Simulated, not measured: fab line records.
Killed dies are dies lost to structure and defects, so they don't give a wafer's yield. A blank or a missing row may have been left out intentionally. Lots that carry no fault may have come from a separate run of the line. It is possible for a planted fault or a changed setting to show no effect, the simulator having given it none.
Matching of chambers :: flow n5 finfet :: rie diel-01 running N5_BEOL_M0_SAQP_ETCH_73: 4 sister chambers
The step etches SiARC in CF4, target depth 19.5 nm, time 32.5 s. 4 wafers are shown with their chamber, then 12 later ones without.

== WAFERS PAIRED WITH THEIR CHAMBERS ==
wafer: L081.2
chamber: 3
showerhead plenum p Torr (Torr): 2.12

wafer: L087.1
chamber: 0
showerhead plenum p Torr (Torr): 2.15

wafer: L087.2
chamber: 1
showerhead plenum p Torr (Torr): 2.26

wafer: L087.3
chamber: 2
showerhead plenum p Torr (Torr): 2.17

== WAFERS WITHOUT THEIR CHAMBER ==
wafer: L087.4
showerhead plenum p Torr (Torr): 2.11

wafer: L087.5
showerhead plenum p Torr (Torr): 2.17

wafer: L087.6
showerhead plenum p Torr (Torr): 2.26

wafer: L090.3
showerhead plenum p Torr (Torr): 2.11

wafer: L090.4
showerhead plenum p Torr (Torr): 2.26

wafer: L090.6
showerhead plenum p Torr (Torr): 2.15

wafer: L088.2
showerhead plenum p Torr (Torr): 2.17

wafer: L088.3
showerhead plenum p Torr (Torr): 2.26

wafer: L088.5
showerhead plenum p Torr (Torr): 2.17

wafer: L095.2
showerhead plenum p Torr (Torr): 2.17

wafer: L095.3
showerhead plenum p Torr (Torr): 2.11

wafer: L095.4
showerhead plenum p Torr (Torr): 2.26

== THE CHAMBER EACH PASSED THROUGH ==
wafer: L087.4
from the rows above: 3
in truth: 3

wafer: L087.5
from the rows above: 2
in truth: 2

wafer: L087.6
from the rows above: 1
in truth: 1

wafer: L090.3
from the rows above: 3
in truth: 3

wafer: L090.4
from the rows above: 1
in truth: 1

wafer: L090.6
from the rows above: 0
in truth: 0

wafer: L088.2
from the rows above: 2
in truth: 2

wafer: L088.3
from the rows above: 1
in truth: 1

wafer: L088.5
from the rows above: 2
in truth: 2

wafer: L095.2
from the rows above: 2
in truth: 2

wafer: L095.3
from the rows above: 3
in truth: 3

wafer: L095.4
from the rows above: 1
in truth: 1
Correct placement for 12 of the 12. From these rows, 0 cannot be placed. Wrongly placed: 0.
How it was worked out, from the rows above alone: a wafer's distance from a chamber is the root of the sum, over the readings, of the square of ((its reading less the chamber's mean) divided by the reading's scatter). The wafer belongs to the nearest chamber; if the next one is less than 2 further off, it can't be placed. The mean given for a chamber averages the wafers shown for that chamber. The scatter (one wafer shown for each chamber): square how far every hidden wafer sits from the nearest shown wafer, average those squares and take the square root.
